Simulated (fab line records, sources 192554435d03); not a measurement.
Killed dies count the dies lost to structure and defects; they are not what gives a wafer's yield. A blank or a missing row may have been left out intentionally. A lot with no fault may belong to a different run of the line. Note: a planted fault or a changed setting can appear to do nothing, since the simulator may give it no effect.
fab line records	flow n5-finfet
record lots=7	wafers=21	last-day=19
route steps=1938 shown BEOL_M13@1696 PASSIVATION@1936
lots untouched by any fault: they come from a run of this same line in which no faults occurred
start-h: hours from the record's first day to the start of the lot's first wafer shown	wait-h: time in hours since the lot's previous step	" unchanged from the row above	L1.1+2: a single row standing in for several wafers	- either no value or no given start	* or withheld: withheld	< > ~ a bound
route shown NAME@n: NAME is a module with steps in the file, n the number in the route of the first one	usual: mean and standard deviation over wafers with no fault	same: alike in all rows	chamber/n: place in a boat	sites: each site's reading	_std_site: the values' standard deviation	_edge_site: mean of outer sites minus mean of inner sites	radius-mm: how far each site lies from the wafer's centre	mask NAME#n: copy n	behind: tool/chamber where the wafer was last shaped	hold: reason for holding the lot/hours on hold/outcome of the hold	device: the transistor (n, p or np) that didn't switch	end of line: tests run on the same wafers once the route is complete	step lacking rows: just its recipe	killed: dies lost to structure and defects at the first sort, not the wafer's yield	map: a wafer's dies, x killed, . not, _ none there
set.NAME: the setting as run; set.NAME@STEP: as run at that earlier step	model.NAME: the simulator's own value behind a step, which no gauge read
lots at selected steps of the route; one table per step, one row per wafer
services: when a tool's chamber went out of use (start-h, in hours from the record's first day, below 0 if earlier), for how many hours, and the reason
## steps
# step N5_BEOL_M13_TRENCH_ETCH_34
# recipe chemistry=C4F8/O2/Ar	target=SiOC	target-depth-a=4134.7	mask-material=SOC	pressure-mtorr=30	source-w=3000	bias-w=700	Ar_flow_sccm=400	C4F8_flow_sccm=15	O2_flow_sccm=8	he-inner-torr=15	he-outer-torr=30	time-s=162.6	ion-energy-ev=250
# usual drypump-motor-current-A=5.7/0.33	oes-product-au=0.77/0.095	rf-vpp-V=666/3	showerhead-plenum-p-Torr=3.42/0.1	throttle-valve-pct=24.40/0.2
# same time-s=162.6
lot.wafer	tool	chamber	start-h	wait-h	drypump-motor-current-A	oes-product-au	rf-hours-counter-h	rf-vpp-V	showerhead-plenum-p-Torr	throttle-valve-pct
L174.1	rie-diel-03	3	321.95	0.0	5.5	0.71	236	666	3.38	24.63
L174.4	"	2	"	"	5.4	0.73	184	666	3.38	24.49
L174.6	"	0	"	"	5.4	0.72	-	663	3.40	24.39
L176.1	rie-diel-02	2	327.11	0.0	5.7	0.69	235	665	3.38	24.63
L176.4	"	0	"	"	5.8	0.82	91	663	3.32	23.86
L176.5	"	1	"	"	5.6	0.71	-	666	3.51	24.46
L177.1	rie-diel-02	3	337.81	0.0	5.0	0.88	63	670	3.63	24.50
L177.5	"	3	"	"	5.0	0.88	-	672	3.63	24.51
L177.6	"	2	"	"	5.7	0.68	-	665	3.38	24.61
L179.1	rie-diel-02	1	352.79	0.0	5.6	0.70	236	668	3.50	24.48
L179.3	"	2	"	"	5.6	0.68	246	664	3.37	24.63
L179.4	"	3	"	"	5.0	0.86	69	671	3.63	24.51
L178.3	rie-diel-03	2	359.71	0.0	5.3	0.72	190	664	3.38	24.50
L178.4	"	1	"	"	5.9	0.86	44	669	3.59	24.30
L178.5	"	2	"	"	5.4	0.73	-	665	3.38	24.50
L187.1	rie-diel-01	0	418.22	0.0	5.8	0.99	3	662	3.38	24.27
L187.2	"	1	"	"	6.1	0.96	9	664	3.36	24.32
L187.4	"	1	"	"	6.1	0.96	-	664	3.37	24.34
L188.2	rie-diel-02	0	421.48	0.0	5.8	0.78	124	662	3.31	23.90
L188.3	"	3	"	"	5.0	0.84	91	670	3.61	24.53
L188.4	"	3	"	"	5.0	0.84	-	671	3.61	24.52
# step N5_BEOL_M13_STRIP_70
# recipe chemistry=C4F8/O2/Ar	resist=SiARC	rf-frequency-hz=6e+07
# step N5_BEOL_M13_OCD_MEAS_35
# usual trench-depth-nm=415/6.3
lot.wafer	tool	chamber	start-h	wait-h	trench-depth-nm
L174.1	ocd-01	-	322.12	0.0	410
L174.4	"	-	"	"	416
L174.6	"	-	"	"	415
L176.1	ocd-02	-	327.29	0.0	416
L176.4	"	-	"	"	418
L176.5	"	-	"	"	420
L177.1	ocd-01	-	337.98	0.0	422
L177.5	"	-	"	"	422
L177.6	"	-	"	"	406
L179.1	ocd-02	-	352.97	0.0	415
L179.3	"	-	"	"	407
L179.4	"	-	"	"	419
L178.3	ocd-02	-	359.89	0.0	413
L178.4	"	-	"	"	420
L178.5	"	-	"	"	415
L187.1	ocd-01	-	418.40	0.0	429
L187.2	"	-	"	"	418
L187.4	"	-	"	"	420
L188.2	ocd-01	-	421.65	0.0	416
L188.3	"	-	"	"	420
L188.4	"	-	"	"	425
# step N5_BEOL_M13_STRIP_37
# recipe chemistry=N2/H2	power-w=1000	temp-c=250	h2-frac=0.65	overash-fraction=0.3	pressure-mtorr=withheld	n2-flow-sccm=1750	h2-flow-sccm=3250
# usual drypump-motor-current-A=5.43/0.12	heater-power-w=334/10	n2-flow-sccm=1749/5.6	oes-product-au=0.785/0.011
lot.wafer	tool	chamber	start-h	wait-h	drypump-motor-current-A	heater-power-w	n2-flow-sccm	oes-product-au	rf-hours-counter-h
L174.1	plasma-asher-02	1	322.16	0.0	5.36	337	1750	0.784	134
L174.4	"	0	"	"	5.46	343	1742	0.791	-
L174.6	"	0	"	"	5.41	344	1745	0.766	-
L176.1	plasma-asher-01	1	327.33	0.0	5.26	323	1741	0.779	82
L176.4	"	1	"	"	5.27	315	1740	0.786	-
L176.5	"	1	"	"	5.28	317	1747	0.775	-
L177.1	plasma-asher-01	1	338.02	0.0	5.28	323	1747	0.787	83
L177.5	"	0	"	"	5.60	343	1742	0.797	-
L177.6	"	1	"	"	5.27	317	1763	0.798	-
L179.1	plasma-asher-02	0	353.01	0.0	5.43	349	1752	0.808	142
L179.3	"	0	"	"	5.45	341	1741	0.790	-
L179.4	"	1	"	"	5.38	333	1745	0.805	-
L178.3	plasma-asher-01	1	359.95	0.1	5.29	322	1753	0.795	-
L178.4	"	0	"	"	5.60	332	1749	0.779	-
L178.5	"	0	"	"	5.58	337	1755	0.793	-
L187.1	plasma-asher-01	1	418.44	0.0	5.30	318	1752	0.776	99
L187.2	"	0	"	"	5.60	341	1755	0.789	99
L187.4	"	0	"	"	5.61	337	1747	0.778	-
L188.2	plasma-asher-01	0	421.69	0.0	5.57	339	1738	0.783	100
L188.3	"	1	"	"	5.26	312	1746	0.800	-
L188.4	"	0	"	"	5.64	337	1743	0.780	-
# step N5_BEOL_M13_ETCH_38
# recipe chemistry=CF4/N2	target=SiCN	target-depth-a=675	taper-deg=2	time-s=71.9	ion-energy-ev=150	mask-material=SiO2	pressure-mtorr=40	source-w=430	bias-w=70	Ar_flow_sccm=100	cf4-flow-sccm=60	n2-flow-sccm=60
# step N5_BEOL_M13_PRECLEAN_39
# recipe chemistry=residue-remover	time-s=60	temp-c=40
# step N5_BEOL_M13_SRD_40
# recipe time-s=30	temp-c=23	rinse-liquid=diw	dry=n2-spin	spin-rpm=1500	dry-time-s=30
# step N5_BEOL_M13_DEGAS_41
# recipe ambient=vacuum	temp-c=250	time-s=60
# usual heater-power-w=333/49
# same time-s=60
lot.wafer	tool	chamber	start-h	wait-h	heater-power-w
L174.1	pvd-sputter-03	-	323.22	0.3	295
L174.4	"	-	"	"	306
L174.6	"	-	"	"	294
L176.1	pvd-sputter-01	-	329.76	1.8	365
L176.4	"	-	"	"	363
L176.5	"	-	"	"	219
L177.1	pvd-sputter-01	-	339.83	0.2	336
L177.5	"	-	"	"	359
L177.6	"	-	"	"	345
L179.1	pvd-sputter-01	-	358.30	0.4	337
L179.3	"	-	"	"	355
L179.4	"	-	"	"	339
L178.3	pvd-sputter-01	-	362.62	0.5	346
L178.4	"	-	"	"	228
L178.5	"	-	"	"	359
L188.2	pvd-sputter-01	-	423.64	0.3	353
L188.3	"	-	"	"	230
L188.4	"	-	"	"	347
L187.1	pvd-sputter-02	-	423.65	0.3	377
L187.2	"	-	"	"	328
L187.4	"	-	"	"	353
# step N5_BEOL_M13_PRE_CLEAN_42
# recipe gas=H2/He	time-s=30	temp-c=250
# step N5_BEOL_M13_SPUTTER_43
# recipe material=TaN	target-thk-a=150	temp-c=50	bias-v=168.6	power-w=15000	chamber-pressure-pa=0.12	time-s=24.19
# usual cathode-dc-power-W=15000/2.7	throttle-valve-pct=30.7/1
# same time-s=24.19
lot.wafer	tool	chamber	start-h	wait-h	cathode-dc-power-W	throttle-valve-pct
L174.1	pvd-sputter-03	-	323.30	0.0	14998	28.8
L174.4	"	-	"	"	14998	30.9
L174.6	"	-	"	"	14999	28.8
L176.1	pvd-sputter-01	-	329.84	0.0	15001	30.5
L176.4	"	-	"	"	15003	30.6
L176.5	"	-	"	"	15003	29.5
L177.1	pvd-sputter-01	-	339.91	0.0	14999	32.2
L177.5	"	-	"	"	15004	30.6
L177.6	"	-	"	"	15002	31.9
L179.1	pvd-sputter-01	-	358.38	0.0	14994	32.1
L179.3	"	-	"	"	15000	30.4
L179.4	"	-	"	"	15001	31.1
L178.3	pvd-sputter-01	-	362.70	0.0	14999	30.9
L178.4	"	-	"	"	15001	29.4
L178.5	"	-	"	"	14999	30.4
L188.2	pvd-sputter-01	-	423.72	0.0	14998	30.6
L188.3	"	-	"	"	14997	29.8
L188.4	"	-	"	"	15001	32.2
L187.1	pvd-sputter-02	-	423.73	0.0	14999	30.2
L187.2	"	-	"	"	15004	32.2
L187.4	"	-	"	"	15004	31.8
# step N5_BEOL_M13_SPUTTER_44
# recipe material=Ta	target-thk-a=100	temp-c=50	bias-v=80	power-w=15000	chamber-pressure-pa=0.07	time-s=16.13
# step N5_BEOL_M13_SPUTTER_45
# recipe material=Cu	target-thk-a=800	temp-c=-20	bias-v=60	power-w=26000	chamber-pressure-pa=0.13	time-s=13.33
# step N5_BEOL_M13_ECD_47
# recipe material=Cu	target-thk-a=9360
lot.wafer	tool	chamber	start-h	wait-h	model.Cu_of_BEOL_M13_ECD_47.thk-nm
L174.1	ecd-cu-02	0	323.58	0.1	926.8
L174.4	"	1	"	"	916.6
L174.6	"	0	"	"	919.8
L176.1	ecd-cu-01	1	330.12	0.1	940.8
L176.4	"	0	"	"	936.2
L176.5	"	1	"	"	938.4
L177.1	ecd-cu-01	1	340.19	0.1	946.6
L177.5	"	0	"	"	533.8
L177.6	"	1	"	"	948.4
L179.1	ecd-cu-01	1	358.68	0.1	928.6
L179.3	"	1	"	"	925
L179.4	"	0	"	"	494.6
L178.3	ecd-cu-01	1	363.02	0.1	912.6
L178.4	"	0	"	"	515.8
L178.5	"	0	"	"	512
L188.2	ecd-cu-02	1	424.00	0.1	930.6
L188.3	"	1	"	"	937.8
L188.4	"	0	"	"	931.4
L187.1+4	ecd-cu-01	1,0	424.01	0.1	924.4
L187.2	"	0	"	"	929.4
# step N5_BEOL_M13_ANNEAL_48
# recipe temp-c=225	time-s=90	ambient=N2
# usual wafer_temp_C_max=226.1/0.3
# same time-s=90
lot.wafer	tool	chamber	start-h	wait-h	wafer_temp_C_max
L174.1	rtp-anneal-02	0	324.04	0.4	226.0
L174.4	"	0	"	"	226.6
L174.6	"	0	"	"	226.5
L176.1	rtp-anneal-02	0	330.28	0.1	225.9
L176.4	"	0	"	"	225.8
L176.5	"	0	"	"	226.1
L177.1	rtp-anneal-02	0	340.35	0.1	226.0
L177.5	"	0	"	"	226.4
L177.6	"	0	"	"	226.3
L179.1	rtp-anneal-01	0	358.98	0.2	225.8
L179.3	"	0	"	"	225.9
L179.4	"	0	"	"	226.7
L178.3	rtp-anneal-01	0	363.23	0.2	225.8
L178.4	"	0	"	"	226.2
L178.5	"	0	"	"	225.7
L188.2	rtp-anneal-01	0	424.45	0.4	225.9
L188.3	"	0	"	"	226.1
L188.4	"	0	"	"	226.2
L187.1	rtp-anneal-02	0	424.68	0.6	226.2
L187.2	"	0	"	"	226.3
L187.4	"	0	"	"	226.3
# step N5_PASSIVATION_PROBE_49
# usual defect-limited-yield=91.1/1.4	killed_at_M0_to_M3=36/11	killed_at_M4_up=14/5.2	killed-at-contacts=12/6.1	killed-at-front-end=40/12	killed-at-other=3.2/2.5	killed-dies=105/16	killed-open=68/12	killed-short=35/8.7	sort_bin_5_function=5.2/0.89	sort_bin_6_memory=3.3/0.66	sort-n-pass=1074/16	sort-yield-pct=91.1/1.4
# same gross-dies=1180	killed-at-back-side=0	sort_bin_4_leakage[%]=0	sort_bin_8_speed[%]=0
lot.wafer	tool	chamber	start-h	wait-h	defect-limited-yield[%]	killed_at_M0_to_M3	killed_at_M4_up	killed-at-contacts	killed-at-front-end	killed-at-other	killed-dies	killed-open	killed-short	sort_bin_5_function[%]	sort_bin_6_memory[%]	sort-n-pass	sort-yield-pct[%]
L174.1	prober-01	-	355.23	0.0	90.8	30	12	7	60	0	109	75	23	4.5	3.9	1071	90.8
L174.4	prober-01	-	355.38	0.2	91.5	32	9	16	42	1	100	71	28	4.9	3.4	1080	91.5
L174.6	prober-01	-	355.48	0.3	92.7	26	7	16	36	1	86	57	27	3.8	3.3	1094	92.7
L176.1	prober-01	-	362.92	0.0	89.7	33	18	17	53	1	122	86	32	6.6	3.6	1058	89.7
L176.4	prober-01	-	363.07	0.2	89.0	38	18	21	53	0	130	88	32	5.9	4.0	1050	89.0
L176.5	prober-01	-	363.12	0.2	90.2	42	16	13	42	3	116	70	43	6.4	3.1	1064	90.2
L177.1	prober-02	-	370.06	0.0	89.7	50	17	20	33	2	122	85	36	5.8	4.2	1058	89.7
L177.5	prober-02	-	370.26	0.2	92.4	37	11	5	35	2	90	64	26	4.3	2.9	1090	92.4
L177.6	prober-02	-	370.31	0.3	92.8	42	13	11	18	1	85	64	16	4.2	2.7	1095	92.8
L179.1	prober-01	-	384.40	0.0	90.1	41	9	9	55	3	117	79	37	5.8	3.8	1063	90.1
L179.3	prober-01	-	384.50	0.1	91.5	28	9	16	44	3	100	73	27	5.2	3.1	1080	91.5
L179.4	prober-01	-	384.55	0.2	90.9	42	8	13	41	3	107	65	39	5.3	3.0	1073	90.9
L178.3	prober-01	-	388.24	0.1	91.8	46	12	3	30	6	97	62	34	5.7	2.1	1083	91.8
L178.4	prober-01	-	388.29	0.2	88.3	61	17	12	45	3	138	86	52	7.1	4.2	1042	88.3
L178.5	prober-01	-	388.34	0.2	88.1	50	28	11	46	5	140	97	40	7.0	4.3	1040	88.1
L188.2	prober-01	-	459.17	0.1	89.7	36	11	10	64	1	122	59	59	6.4	3.7	1058	89.7
L188.3	prober-01	-	459.22	0.1	89.5	40	16	5	61	2	124	88	33	6.0	4.1	1056	89.5
L188.4	prober-01	-	459.27	0.2	92.4	16	15	19	40	0	90	52	36	4.3	2.9	1090	92.4
# killed by level:class
L174.1 FIN_SAQP:geometric-particle:open=16 BEOL_M1:geometric-particle:open=11 DUMMY_GATE:geometric-particle:open=9 HKMG_FIN:area-etch=8 MOL_CONTACT_COAG:geometric-particle:open=7 FIN_SAQP:geometric-particle:short=6 BEOL_M0:geometric-particle:open=6 STARTING-WAFER:geometric-particle:open=5
L174.4 MOL_CONTACT_COAG:geometric-particle:open=12 BEOL_M0:geometric-particle:open=11 DUMMY_GATE:geometric-particle:open=9 BEOL_M4:geometric-particle:open=7 FIN_SAQP:geometric-particle:open=6 BEOL_M2:geometric-particle:open=6 GATE_CUT:geometric-particle:short=5 BEOL_M3:geometric-particle:open=5
L174.6 MOL_CONTACT_COAG:geometric-particle:open=12 FIN_SAQP:geometric-particle:short=7 BEOL_M1:geometric-particle:open=7 BEOL_M3:geometric-particle:open=7 FIN_SAQP:geometric-particle:open=4 DUMMY_GATE:geometric-particle:open=4 MOL_CONTACT_COAG:geometric-particle:short=4 STI_FIN_REVEAL:geometric-particle:open=3
L176.1 MOL_CONTACT_COAG:geometric-particle:open=15 BEOL_M0_SAQP:geometric-particle:open=15 FIN_SAQP:geometric-particle:open=13 FIN_SAQP:geometric-particle:short=11 BEOL_M3:geometric-particle:open=7 BEOL_M4:geometric-particle:open=7 STI_FIN_REVEAL:geometric-particle:open=6 BEOL_M0_SAQP:geometric-particle:short=5
L176.4 MOL_CONTACT_COAG:geometric-particle:open=20 STI_FIN_REVEAL:geometric-particle:open=12 FIN_SAQP:geometric-particle:short=10 BEOL_M0_SAQP:geometric-particle:open=10 BEOL_M3:geometric-particle:open=9 BEOL_M1:geometric-particle:open=8 HKMG_FIN:area-etch=7 GATE_CUT:geometric-particle:open=5
L176.5 BEOL_M0_SAQP:geometric-particle:short=11 MOL_CONTACT_COAG:geometric-particle:open=9 BEOL_M0_SAQP:geometric-particle:open=8 BEOL_M3:geometric-particle:open=8 FIN_SAQP:geometric-particle:short=7 STI_FIN_REVEAL:geometric-particle:open=7 ILD0:geometric-particle:short=7 BEOL_M5:geometric-particle:open=7
L177.1 BEOL_M0_SAQP:geometric-particle:short=15 MOL_CONTACT_COAG:geometric-particle:open=14 BEOL_M0_SAQP:geometric-particle:open=13 STI_FIN_REVEAL:geometric-particle:open=9 BEOL_M4:geometric-particle:open=7 FIN_SAQP:geometric-particle:open=6 MOL_CONTACT_COAG:geometric-particle:short=6 BEOL_M2:geometric-particle:open=6
L177.5 BEOL_M0_SAQP:geometric-particle:short=10 BEOL_M2:geometric-particle:open=10 BEOL_M3:geometric-particle:open=9 FIN_SAQP:geometric-particle:open=8 BEOL_M4:geometric-particle:open=7 STARTING-WAFER:geometric-particle:open=7 FIN_SAQP:geometric-particle:short=5 MOL_CONTACT_COAG:geometric-particle:open=5
L177.6 BEOL_M0_SAQP:geometric-particle:open=14 MOL_CONTACT_COAG:geometric-particle:open=11 BEOL_M2:geometric-particle:open=8 BEOL_M3:geometric-particle:open=7 BEOL_M0_SAQP:geometric-particle:short=5 FIN_SAQP:geometric-particle:open=4 STI_FIN_REVEAL:geometric-particle:open=4 BEOL_M4:geometric-particle:open=4
L179.1 FIN_SAQP:geometric-particle:open=13 FIN_SAQP:geometric-particle:short=13 BEOL_M1:geometric-particle:open=11 MOL_CONTACT_COAG:geometric-particle:open=8 BEOL_M3:geometric-particle:open=8 BEOL_M0_SAQP:geometric-particle:short=7 STI_FIN_REVEAL:geometric-particle:open=6 BEOL_M2:geometric-particle:open=6
L179.3 FIN_SAQP:geometric-particle:open=15 FIN_SAQP:geometric-particle:short=14 MOL_CONTACT_COAG:geometric-particle:open=14 BEOL_M2:geometric-particle:open=10 BEOL_M1:geometric-particle:open=9 STI_FIN_REVEAL:geometric-particle:open=7 ILD0:geometric-particle:short=5 BEOL_M3:geometric-particle:open=4
L179.4 BEOL_M0_SAQP:geometric-particle:open=13 FIN_SAQP:geometric-particle:short=11 BEOL_M0_SAQP:geometric-particle:short=11 BEOL_M2:geometric-particle:open=10 FIN_SAQP:geometric-particle:open=8 MOL_CONTACT_COAG:geometric-particle:open=8 STI_FIN_REVEAL:geometric-particle:open=6 BEOL_M1:geometric-particle:open=4
L178.3 BEOL_M0_SAQP:geometric-particle:short=11 BEOL_M2:geometric-particle:open=10 DUMMY_GATE:geometric-particle:open=6 BEOL_M3:geometric-particle:open=6 BEOL_M1:geometric-particle:open=6 FIN_SAQP:geometric-particle:open=4 GATE_CUT:geometric-particle:open=4 BEOL_M4:geometric-particle:open=4
L178.4 BEOL_M0_SAQP:geometric-particle:short=14 FIN_SAQP:geometric-particle:short=12 BEOL_M3:geometric-particle:open=12 BEOL_M2:geometric-particle:open=12 MOL_CONTACT_COAG:geometric-particle:open=11 BEOL_M4:geometric-particle:open=9 GATE_CUT:geometric-particle:short=7 BEOL_M0_SAQP:geometric-particle:open=7
L178.5 BEOL_M1:geometric-particle:open=16 BEOL_M4:geometric-particle:open=15 MOL_CONTACT_COAG:geometric-particle:open=10 BEOL_M2:geometric-particle:open=9 FIN_SAQP:geometric-particle:short=8 BEOL_M0_SAQP:geometric-particle:open=8 BEOL_M3:geometric-particle:open=7 DUMMY_GATE:geometric-particle:open=6
L188.2 GATE_CUT:geometric-particle:short=16 FIN_SAQP:geometric-particle:open=15 FIN_SAQP:geometric-particle:short=9 BEOL_M3:geometric-particle:short=9 BEOL_M0_SAQP:geometric-particle:short=8 BEOL_M1:geometric-particle:open=8 GATE_CUT:geometric-particle:open=7 MOL_CONTACT_COAG:geometric-particle:open=6
L188.3 FIN_SAQP:geometric-particle:open=19 STI_FIN_REVEAL:geometric-particle:open=14 BEOL_M1:geometric-particle:open=12 FIN_SAQP:geometric-particle:short=10 BEOL_M4:geometric-particle:open=10 BEOL_M3:geometric-particle:open=8 BEOL_M3:geometric-particle:short=5 DUMMY_GATE:geometric-particle:open=4
L188.4 STI_FIN_REVEAL:geometric-particle:open=11 MOL_CONTACT_COAG:geometric-particle:open=11 FIN_SAQP:geometric-particle:short=9 MOL_CONTACT_COAG:geometric-particle:short=8 FIN_SAQP:geometric-particle:open=6 STARTING-WAFER:geometric-particle:short=5 BEOL_M4:geometric-particle:open=4 BEOL_M0_SAQP:geometric-particle:open=3
## services
tool	chamber	start-h	hours	kind
ecd-cu-02	-	311.70	2.1	repair
rie-diel-03	-	329.81	14.6	pm
ecd-cu-01	-	332.39	3.8	repair
rie-diel-01	-	333.19	2.8	pm
plasma-asher-01	-	345.21	4.3	repair
ecd-cu-02	-	350.03	12.8	repair
rie-diel-02	2	368.90	-	clean
rie-diel-02	2	368.90	-	consumable-replace:focus-ring
rie-diel-02	2	368.90	14.5	scheduled-down
rie-diel-02	2	368.90	14.5	vent-cycle
rie-diel-01	1	381.97	-	clean
rie-diel-01	1	381.97	-	consumable-replace:focus-ring
rie-diel-03	3	389.85	-	clean
rie-diel-03	3	389.85	-	consumable-replace:focus-ring
rie-diel-03	3	389.85	28.8	scheduled-down
rie-diel-03	3	389.85	28.8	vent-cycle
ecd-cu-02	-	393.66	0.5	repair
pvd-sputter-02	-	394.73	1.5	repair
rie-diel-02	2	402.51	9.0	repair
rie-diel-02	1	411.61	-	clean
rie-diel-02	1	411.61	-	consumable-replace:focus-ring
rie-diel-02	1	411.61	17.0	scheduled-down
rie-diel-02	1	411.61	17.0	vent-cycle
rie-diel-02	0	411.74	1.9	repair
## key
first-sign none at tools or gauges
model-effect step=N5_BEOL_M13_ECD_47	value=Cu_of_BEOL_M13_ECD_47.thk-nm	without=936.9	struck=514.1
met-at N5_BEOL_M13_ECD_47
struck-wafers L177.5,L178.4,L178.5,L179.4
onset-between 330.12 340.19
fault kind=process-parameter-drift	tool=ecd-cu-01	chamber=0	onset-h=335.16	steps=N5_BEOL_M13_ECD_47	channel=target-thk-a	offset=*	shape=step	end-h=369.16	acts-in=*	stated=*
